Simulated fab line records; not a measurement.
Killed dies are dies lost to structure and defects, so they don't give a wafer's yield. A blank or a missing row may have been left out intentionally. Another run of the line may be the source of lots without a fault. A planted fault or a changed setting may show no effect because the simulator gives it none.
fab line records -- flow nand-harc -- part 2 of 2: steps 25 to 33 of 33
[record] lots = 5, wafers = 15, last-day = 23
route steps=1159 shown A_CHANNEL_FILL_D1@500 A_STAIRCASE@519
lots that met no fault: from a run of the same line without faults
start-h: the number of hours between the record's first day and the start of the first shown wafer of the lot -- wait-h: how many hours have passed since the lot's step before this one -- " unchanged from the row above -- L1.1+2: a row that stands for several wafers -- - no value, or no start was given -- * or withheld: withheld -- < > ~ a bound
route shown NAME@n: a module of which the file shows steps, and the number in the route of the first -- usual: mean/standard deviation taken from wafers without a fault -- same: alike in all rows -- chamber/n: place in a boat -- sites: per-site readings -- _std_site: the values' standard deviation -- _edge_site: mean of outer sites minus mean of inner sites -- radius-mm: for every site, how far away it sits from the centre of the wafer -- mask NAME#n: copy n -- behind: the last tool/chamber to shape the wafer -- hold: what put the lot on hold/how long, in hours/how the hold closed -- device: which transistor (n, p or np) failed to switch -- end of line: tests run on the same wafers once the route is complete -- a step without rows: its recipe alone -- killed: dies that structure and defects cost at the first sort, which is not the same as the wafer's yield -- map: per-die view of a wafer (x killed, . not killed, _ where there is no die)
set.NAME: the setting that was run; set.NAME@STEP: the one run at that earlier step -- model.NAME: the simulator's own value behind a step, which no gauge read
a table for each step, a row for each wafer; lots at some steps of the route
services: when a tool's chamber went out of use (start-h, in hours from the record's first day, below 0 if earlier), for how many hours, and the reason
[[steps]]
[step NHARC_A_STAIRCASE_DEVELOP_165]
[recipe] time-s = 140
[usual] exhaust-pa = 45.2/0.88
lot.wafer,tool,chamber,start-h,wait-h,exhaust-pa
L075.2,litho-track-02,0,-,-,44.8
L075.4,litho-track-02,0,-,-,45.2
L075.6,litho-track-02,0,-,-,44.9
L078.1,litho-track-05,0,-,-,43.8
L078.3,litho-track-05,0,-,-,44.2
L078.4,litho-track-05,0,-,-,44.8
L080.2,litho-track-03,0,-,-,44.4
L080.3,litho-track-03,0,-,-,44.2
L080.6,litho-track-03,0,-,-,44.2
L087.4,litho-track-05,0,-,-,46.5
L087.5,litho-track-05,0,-,-,46.2
L087.6,litho-track-05,0,-,-,46.8
L092.2,litho-track-05,0,-,-,45.0
L092.5,litho-track-05,0,-,-,45.8
L092.6,litho-track-05,0,-,-,44.7
[step NHARC_A_STAIRCASE_HARDBAKE_167]
[recipe] temp-c = 120, time-s = 140
[usual] exhaust-pa = 45.0/0.97
lot.wafer,tool,chamber,start-h,wait-h,exhaust-pa
L075.2,litho-track-05,0,244.74,-,46.1
L075.4,litho-track-05,0,244.74,-,44.6
L075.6,litho-track-05,0,244.74,-,45.4
L078.1,litho-track-02,0,265.11,-,46.4
L078.3,litho-track-02,0,265.11,-,47.8
L078.4,litho-track-02,0,265.11,-,47.6
L080.2,litho-track-05,0,272.48,-,44.8
L080.3,litho-track-05,0,272.48,-,44.3
L080.6,litho-track-05,0,272.48,-,43.9
L087.4,litho-track-05,0,314.66,-,44.2
L087.5,litho-track-05,0,314.66,-,43.7
L087.6,litho-track-05,0,314.66,-,44.3
L092.2,litho-track-05,0,343.26,-,45.4
L092.5,litho-track-05,0,343.26,-,43.8
L092.6,litho-track-05,0,343.26,-,44.3
[step NHARC_A_STAIRCASE_DESCUM_168]
[recipe] time-s = 3, o2-flow-sccm = 200, ar-flow-sccm = 0, bias-power-w = 0, chemistry = O2
[usual] drypump-motor-current-A = 5.6/0.47, oes-product-au = 1.004/0.0099, rf-vpp-V = 57.8/0.89, showerhead-plenum-p-Torr = 1.93/0.096, throttle-valve-pct = 11.312/0.01
lot.wafer,tool,chamber,start-h,wait-h,drypump-motor-current-A,oes-product-au,rf-hours-counter-h,rf-vpp-V,showerhead-plenum-p-Torr,throttle-valve-pct
L075.4,rie-diel-03,0,244.84,-,5.8,0.986,8,57.0,1.95,11.304
L075.2,rie-diel-03,1,244.84,-,4.7,1.016,6,58.6,2.01,11.304
L075.6,rie-diel-03,3,244.84,-,5.3,0.983,-,57.2,1.80,11.339
L078.3,rie-diel-09,2,265.28,-,5.6,1.004,2,57.7,1.98,11.327
L078.4,rie-diel-09,3,265.28,-,5.6,1.002,2,58.6,2.02,11.317
L078.1,rie-diel-09,0,265.28,-,6.4,0.989,1,58.4,1.97,11.309
L080.2,rie-diel-09,0,272.57,-,6.4,0.989,3,57.4,1.96,11.303
L080.3,rie-diel-09,3,272.57,-,5.6,1.008,4,58.8,2.02,11.325
L080.6,rie-diel-09,1,272.57,-,5.0,1.023,-,56.1,1.79,11.306
L087.4,rie-diel-09,3,314.75,-,5.6,0.999,18,57.8,2.01,11.313
L087.5,rie-diel-09,1,314.75,-,5.0,0.997,-,56.9,1.79,11.318
L087.6,rie-diel-09,2,314.75,-,5.6,0.985,-,57.3,1.97,11.329
L092.2,rie-diel-09,0,343.36,-,6.4,0.990,33,57.3,1.95,11.313
L092.5,rie-diel-09,3,343.36,-,5.6,1.003,-,58.8,2.01,11.311
L092.6,rie-diel-09,0,343.36,-,6.4,0.992,-,58.4,1.96,11.307
[step NHARC_A_STAIRCASE_ETCH_169]
[recipe] target-depth-a = 500, time-s = 107.1, ion-energy-ev = 120, ch3f-flow-sccm = 50, o2-flow-sccm = 30, ar-flow-sccm = 200, rf-w = 500, bias-w = 100, chemistry = CH3F/O2
[usual] drypump-motor-current-A = 5.6/0.48, oes-product-au = 0.954/0.019, rf-vpp-V = 244.5/1.7, showerhead-plenum-p-Torr = 2.47/0.12, throttle-valve-pct = 20.662/0.0084
lot.wafer,tool,chamber,start-h,wait-h,drypump-motor-current-A,oes-product-au,rf-hours-counter-h,rf-vpp-V,showerhead-plenum-p-Torr,throttle-valve-pct
L075.4,rie-diel-03,0,245.09,0.2,5.8,0.926,9,243.6,2.51,20.652
L075.2,rie-diel-03,2,245.09,0.2,5.2,0.973,7,247.3,2.63,20.638
L075.6,rie-diel-03,0,245.09,0.2,5.7,0.934,-,243.5,2.51,20.671
L078.4,rie-diel-09,3,265.58,0.3,5.6,0.941,2,246.1,2.59,20.660
L078.3,rie-diel-09,1,265.58,0.3,5.0,0.957,1,244.5,2.31,20.682
L078.1,rie-diel-09,2,265.58,0.3,5.7,0.942,2,245.4,2.54,20.665
L080.2,rie-diel-09,0,272.65,0.1,6.4,0.941,3,244.8,2.52,20.671
L080.3,rie-diel-09,1,272.65,0.1,5.0,0.967,3,240.9,2.31,20.666
L080.6,rie-diel-09,1,272.65,0.1,5.0,0.965,-,242.6,2.31,20.672
L087.4,rie-diel-09,0,314.83,0.1,6.4,0.954,19,244.5,2.52,20.655
L087.5,rie-diel-09,0,314.83,0.1,6.4,0.945,-,244.7,2.52,20.661
L087.6,rie-diel-09,1,314.83,0.1,5.0,0.961,-,242.1,2.31,20.656
L092.2,rie-diel-09,2,343.69,0.3,5.6,0.973,32,245.7,2.53,20.672
L092.5,rie-diel-09,0,343.69,0.3,6.4,0.937,-,245.9,2.51,20.668
L092.6,rie-diel-09,1,343.69,0.3,5.0,0.965,-,242.3,2.30,20.673
[step NHARC_A_STAIRCASE_ETCH_170]
[recipe] target-depth-a = 2000, time-s = 66.667, ion-energy-ev = 250, c4f6-flow-sccm = 25, o2-flow-sccm = 20, ar-flow-sccm = 500, rf-w = 600, bias-w = 500, chemistry = C4F6/O2
[usual] drypump-motor-current-A = 5.6/0.47, oes-product-au = 0.974/0.014, rf-vpp-V = 547/3.7, showerhead-plenum-p-Torr = 3.95/0.18, throttle-valve-pct = 26.902/0.0092
lot.wafer,tool,chamber,start-h,wait-h,drypump-motor-current-A,oes-product-au,rf-hours-counter-h,rf-vpp-V,showerhead-plenum-p-Torr,throttle-valve-pct
L075.2,rie-diel-03,0,-,-,5.8,0.955,9,548,4.00,26.903
L075.4,rie-diel-03,2,-,-,5.2,0.980,7,551,4.18,26.899
L075.6,rie-diel-03,0,-,-,5.8,0.945,-,549,4.00,26.902
L078.4,rie-diel-09,2,-,-,5.6,0.965,2,550,4.04,26.887
L078.3,rie-diel-09,3,-,-,5.6,0.964,2,551,4.12,26.904
L078.1,rie-diel-09,0,-,-,6.4,0.958,2,550,4.02,26.913
L080.3,rie-diel-09,3,-,-,5.6,0.990,4,552,4.12,26.903
L080.2,rie-diel-09,0,-,-,6.3,0.965,3,550,4.02,26.915
L080.6,rie-diel-09,3,-,-,5.6,0.986,-,550,4.12,26.902
L087.4,rie-diel-09,2,-,-,5.6,0.968,18,548,4.03,26.898
L087.5,rie-diel-09,0,-,-,6.4,0.977,-,548,4.01,26.897
L087.6,rie-diel-09,1,-,-,5.0,0.988,-,542,3.69,26.897
L092.2,rie-diel-09,0,-,-,6.4,0.956,34,549,4.00,26.916
L092.6,rie-diel-09,3,-,-,5.6,0.958,-,550,4.10,26.901
L092.5,rie-diel-09,0,-,-,6.4,0.951,-,547,4.00,26.908
[step NHARC_A_STAIRCASE_STRIP_171]
[recipe] power-w = 1500, temp-c = 250, chemistry = O2
[usual] drypump-motor-current-A = 5.99/0.24, heater-power-w = 349/22
lot.wafer,tool,chamber,start-h,wait-h,drypump-motor-current-A,heater-power-w,rf-hours-counter-h
L075.2,plasma-asher-01,0,245.37,-,5.84,346,47
L075.4,plasma-asher-01,0,245.37,-,5.82,331,-
L075.6,plasma-asher-01,0,245.37,-,5.79,332,-
L078.1,plasma-asher-01,1,266.01,-,6.28,358,55
L078.4,plasma-asher-01,0,266.01,-,5.90,339,-
L078.3,plasma-asher-01,1,266.01,-,6.30,349,-
L080.2,plasma-asher-02,0,272.89,-,6.11,381,28
L080.3,plasma-asher-02,0,272.89,-,6.12,385,-
L080.6,plasma-asher-02,1,272.89,-,5.66,326,-
L087.4,plasma-asher-02,1,315.54,-,5.65,332,-
L087.5,plasma-asher-02,0,315.54,-,6.13,380,-
L087.6,plasma-asher-02,1,315.54,-,5.67,321,-
L092.2,plasma-asher-02,0,343.94,-,6.11,378,53
L092.6,plasma-asher-02,1,343.94,-,5.61,328,-
L092.5,plasma-asher-02,0,343.94,-,6.13,392,-
[step NHARC_A_STAIRCASE_STRIP_172]
[recipe] time-s = 900, temp-c = 130, chemistry = SPM
[usual] bath-heat-duty-pct = 15.0/1.5
lot.wafer,tool,chamber,start-h,wait-h,bath-heat-duty-pct
L075.2,wet-bench-04,5,245.67,0.3,13.0
L075.6,wet-bench-04,7,245.67,0.3,15.2
L075.4,wet-bench-04,0,245.67,0.3,19.4
L078.4,wet-bench-04,3,266.33,0.2,13.3
L078.3,wet-bench-04,4,266.33,0.2,15.0
L078.1,wet-bench-04,6,266.33,0.2,15.3
L080.6,wet-bench-04,4,273.24,0.1,15.5
L080.2,wet-bench-04,6,273.24,0.1,16.3
L080.3,wet-bench-04,0,273.24,0.1,17.6
L087.6,wet-bench-07,4,315.75,0.1,15.3
L087.4,wet-bench-07,6,315.75,0.1,15.6
L087.5,wet-bench-07,0,315.75,0.1,16.7
L092.6,wet-bench-07,4,344.25,0.1,14.3
L092.5,wet-bench-07,7,344.25,0.1,15.4
L092.2,wet-bench-07,0,344.25,0.1,16.7
[step NHARC_A_STAIRCASE_PRECLEAN_173]
[recipe] time-s = *, temp-c = 50, bath-age-min = 0, chemistry = SC1
[usual] bath-heat-duty-pct = 7.2/0.86
lot.wafer,tool,chamber,start-h,wait-h,bath-heat-duty-pct
L075.2,wet-bench-04,5,-,-,5.8
L075.6,wet-bench-04,7,-,-,8.1
L075.4,wet-bench-04,0,-,-,8.2
L078.4,wet-bench-04,3,-,-,7.2
L078.3,wet-bench-04,4,-,-,8.7
L078.1,wet-bench-04,6,-,-,7.6
L080.6,wet-bench-04,4,-,-,7.9
L080.2,wet-bench-04,6,-,-,7.1
L080.3,wet-bench-04,0,-,-,8.7
L087.6,wet-bench-07,4,-,-,6.7
L087.4,wet-bench-07,6,-,-,7.6
L087.5,wet-bench-07,0,-,-,8.5
L092.6,wet-bench-07,4,-,-,7.5
L092.5,wet-bench-07,7,-,-,7.1
L092.2,wet-bench-07,0,-,-,8.5
[step NHARC_A_STAIRCASE_SRD_174]
lot.wafer,tool,chamber,start-h,wait-h
L075.2+6+4,wet-bench-04,"5,7,0",-,-
L078.4+3+1,wet-bench-04,"3,4,6",-,-
L080.6+2+3,wet-bench-04,"4,6,0",-,-
L087.6+4+5,wet-bench-07,"4,6,0",-,-
L092.6+5+2,wet-bench-07,"4,7,0",-,-
[[services]]
tool,chamber,start-h,hours,kind
wet-bench-05,-,196.83,8.0,pm
wet-bench-02,-,197.02,4.2,repair
rie-diel-13,2,202.51,2.3,repair
wet-bench-04,-,205.67,1.2,repair
rie-diel-03,2,209.91,12.3,repair
litho-track-03,-,213.00,7.0,pm
rie-diel-03,-,215.33,9.0,pm
rie-diel-09,3,216.37,5.0,repair
rie-diel-05,3,223.82,1.4,repair
litho-track-05,-,237.00,7.0,pm
rie-diel-13,1,242.68,6.1,repair
rie-diel-09,-,254.10,9.0,pm
wet-bench-05,-,267.50,2.0,repair
wet-bench-07,-,272.00,8.0,pm
rie-diel-13,-,276.00,9.0,pm
cmp-01,-,277.50,4.0,pm
wet-bench-05,-,281.93,1.5,repair
cmp-01,-,285.82,2.0,repair
cmp-01,-,288.07,1.1,repair
rie-diel-05,-,320.48,0.4,repair
wet-bench-03,-,322.40,8.0,pm
rie-diel-09,1,339.50,1.9,repair
wet-bench-04,-,339.66,8.0,pm
rie-diel-05,-,340.60,9.0,pm
